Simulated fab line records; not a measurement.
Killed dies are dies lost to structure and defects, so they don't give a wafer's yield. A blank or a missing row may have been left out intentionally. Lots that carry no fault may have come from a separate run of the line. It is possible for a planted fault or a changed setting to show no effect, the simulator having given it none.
Which tool did it?	flow nand_harc	Sampling: 15 lots, 45 wafers, 4 of 1159 route steps

== WHAT THE GAUGES SHOWED, per wafer ==
NHARC_P_M0_CD_MEAS_09: target cd 90 nm. Usual: cd_nm reads 90.4 nm (standard deviation 0.83).
lot	measured	on	cd_nm (nm)	flag
L639	day 6 08:56	cd_sem-02	89.6 89.8 90.0	
L640	day 6 09:44	cd_sem-01	89.9 90.5 89.4	
L643	day 7 00:00	cd_sem-01	92.2 90.0 90.9	
L642	day 7 00:04	cd_sem-01	91.7 91.9 91.7	
L645	day 7 14:28	cd_sem-01	91.2 89.3 91.4	
L646	day 7 15:19	cd_sem-02	89.3 89.8 89.9	
L647	day 8 00:53	cd_sem-03	90.0 89.3 89.6	
L651	day 8 21:46	cd_sem-03	91.5 91.0 90.3	
L650	day 8 22:29	cd_sem-03	90.1 89.6 89.7	
L649	day 8 22:54	cd_sem-01	90.0 88.8 89.8	
L653	day 9 15:19	cd_sem-03	89.6 91.2 89.6	
L654	day 9 22:08	cd_sem-01	67.7 65.8 65.9	OFF
L658	day 10 22:13	cd_sem-03	71.3 71.3 72.1	OFF
L660	day 11 05:15	cd_sem-01	75.5 75.8 75.3	OFF
L661	day 11 05:56	cd_sem-03	91.6 90.6 89.9	

== EACH LOT AND THE TOOL THAT RAN IT (in order: tool; ch and the chambers of the sampled wafers; start) ==
lot	NHARC_P_CONTACT_ETCH_18	NHARC_P_CONTACT_ALD_22	NHARC_P_M0_EXPOSE_06
L639	rie_diel-06 ch 0,2,3, day 6 00:14 or earlier	ald_metal-04 ch 1,3, day 6 00:14	arfi_scanner-03 ch 0, day 6 08:48
L640	rie_diel-02 ch 1,2,3, day 6 00:28 or earlier	ald_metal-03 ch 0,1,3, day 6 00:28	arfi_scanner-01 ch 0, day 6 09:35
L643	rie_diel-04 ch 0,1, day 6 14:47 or earlier	ald_metal-02 ch 0,1,3, day 6 14:47	arfi_scanner-01 ch 0, day 6 23:52
L642	rie_diel-02 ch 0,2,3, day 6 15:22 or earlier	ald_metal-04 ch 1,2,3, day 6 15:22	arfi_scanner-01 ch 0, day 6 23:55
L645	rie_diel-04 ch 1,2,3, day 7 11:19 or earlier	ald_metal-02 ch 1,2, day 7 11:19	arfi_scanner-03 ch 0, day 7 14:20
L646	rie_diel-06 ch 0,2,3, day 7 12:49 or earlier	ald_metal-04 ch 0,3, day 7 12:49	arfi_scanner-03 ch 0, day 7 15:11
L647	rie_diel-04 ch 0,2,3, day 7 22:53 or earlier	ald_metal-03 ch 0,1,3, day 7 22:53	arfi_scanner-03 ch 0, day 8 00:44
L651	rie_diel-06 ch 0,1,3, day 8 19:41 or earlier	ald_metal-03 ch 1,2,3, day 8 19:41	arfi_scanner-01 ch 0, day 8 21:38
L650	rie_diel-04 ch 0,2, day 8 20:12 or earlier	ald_metal-04 ch 0,1,2, day 8 20:12	arfi_scanner-02 ch 0, day 8 22:20
L649	rie_diel-02 ch 1,2, day 8 20:32 or earlier	ald_metal-03 ch 0,1,3, day 8 20:32	arfi_scanner-03 ch 0, day 8 22:46
L653	rie_diel-02 ch 2,3, day 9 07:08 or earlier	ald_metal-04 ch 1,2,3, day 9 07:08	arfi_scanner-03 ch 0, day 9 15:10
L654	rie_diel-04 ch 0,1,2, day 9 14:56 or earlier	ald_metal-03 ch 0,2, day 9 14:56	arfi_scanner-02 ch 0, day 9 22:00
L658	rie_diel-04 ch 0,1, day 10 18:05 or earlier	ald_metal-02 ch 1,2,3, day 10 18:05	arfi_scanner-02 ch 0, day 10 22:04
L660	rie_diel-04 ch 0,1,2, day 11 03:07 or earlier	ald_metal-04 ch 0,2,3, day 11 03:07	arfi_scanner-02 ch 0, day 11 05:06
L661	rie_diel-02 ch 1,3, day 11 03:38 or earlier	ald_metal-02 ch 0,1,2, day 11 03:38	arfi_scanner-03 ch 0, day 11 05:47
- NHARC_P_CONTACT_ETCH_18: etches the open film in C4F8/O2/Ar, target depth 481 nm, time 240.5 s.
- NHARC_P_CONTACT_ALD_22: deposits TiN, target thk 3 nm, pulse time 1 s, ald cycles 150.
- NHARC_P_M0_EXPOSE_06: exposes mask P M0, target cd 90 nm.

== AS READ BY THE TOOLS THEMSELVES (means over the sampled wafers that have a number; for cases with no such wafer, the mark the record gives instead) ==
NHARC_P_CONTACT_ETCH_18. Usual: oes_product_au 0.959 a.u., standard deviation 0.014; rf_vpp_V 981 V, standard deviation 4.3.
lot	tool	oes_product_au (a.u.)	rf_vpp_V (V)	flag
L639	rie_diel-06	0.957	985	
L640	rie_diel-02	0.969	984	
L643	rie_diel-04	0.957	977	
L642	rie_diel-02	0.957	980	
L645	rie_diel-04	0.955	980	
L646	rie_diel-06	0.966	984	
L647	rie_diel-04	0.966	982	
L651	rie_diel-06	0.947	980	
L650	rie_diel-04	0.953	982	
L649	rie_diel-02	0.940	983	
L653	rie_diel-02	0.958	986	
L654	rie_diel-04	0.961	979	
L658	rie_diel-04	0.956	980	
L660	rie_diel-04	0.955	979	
L661	rie_diel-02	0.945	986	

NHARC_P_CONTACT_ALD_22. Usual: heater_power_w 1053 W, standard deviation 63; precursor_pulse_height_rel 1.001, standard deviation 0.019.
lot	tool	heater_power_w (W)	precursor_pulse_height_rel	flag
L639	ald_metal-04	1073	1.022	
L640	ald_metal-03	1033	1.005	
L643	ald_metal-02	1006	1.005	
L642	ald_metal-04	1048	1.029	
L645	ald_metal-02	1037	1.009	
L646	ald_metal-04	1098	0.977	
L647	ald_metal-03	1057	0.991	
L651	ald_metal-03	1069	1.002	
L650	ald_metal-04	1074	0.984	
L649	ald_metal-03	1072	1.009	
L653	ald_metal-04	1055	0.979	
L654	ald_metal-03	1069	1.012	
L658	ald_metal-02	1045	1.002	
L660	ald_metal-04	1071	0.993	
L661	ald_metal-02	990	0.998	

NHARC_P_M0_EXPOSE_06. Usual: exposure_dose_mJ_cm2 reads 81.25 (standard deviation 0.08).
lot	tool	exposure_dose_mJ_cm2	flag
L639	arfi_scanner-03	81.29	
L640	arfi_scanner-01	81.32	
L643	arfi_scanner-01	81.22	
L642	arfi_scanner-01	81.20	
L645	arfi_scanner-03	81.19	
L646	arfi_scanner-03	81.27	
L647	arfi_scanner-03	81.20	
L651	arfi_scanner-01	81.12	
L650	arfi_scanner-02	81.20	
L649	arfi_scanner-03	81.29	
L653	arfi_scanner-03	81.41	
L654	arfi_scanner-02	55.59	OFF
L658	arfi_scanner-02	60.69	OFF
L660	arfi_scanner-02	63.76	OFF
L661	arfi_scanner-03	81.19	

== THE ANSWER, worked out from the rows above alone ==
Rule: a lot counts as off when the mean over its wafers that have a number is more than 3 standard deviations away from the usual mean. A lot without any number at a reading at which 4 lots or more have one is off too. Any other lot the step has rows for is counted as sound. Order of review: gauges by route order, followed by the tools' own readings, for which a lot's mean as printed above is used. At the first step where some lot is off, the reading lying furthest off is the one used; lots without a number count as furthest.
Off: L654, L658, L660 (NHARC_P_M0_CD_MEAS_09, cd_nm).
A tool fits if, at a process step before that reading, it ran every lot that is off, and no sound lot after the first of them. Not tried: the gauges at NHARC_P_M0_CD_MEAS_09; whatever is off there is also off at NHARC_P_M0_EXPOSE_06, on other tools, and gauge error can't account for it. With no start given for some of its lots, NHARC_P_CONTACT_ETCH_18 uses the hours and lot order of NHARC_P_CONTACT_ALD_22. Can't be told from this: 2 tools fit, rie_diel-04 at NHARC_P_CONTACT_ETCH_18, arfi_scanner-02 at NHARC_P_M0_EXPOSE_06.

== WHAT THE SIMULATOR HAD INSERTED ==
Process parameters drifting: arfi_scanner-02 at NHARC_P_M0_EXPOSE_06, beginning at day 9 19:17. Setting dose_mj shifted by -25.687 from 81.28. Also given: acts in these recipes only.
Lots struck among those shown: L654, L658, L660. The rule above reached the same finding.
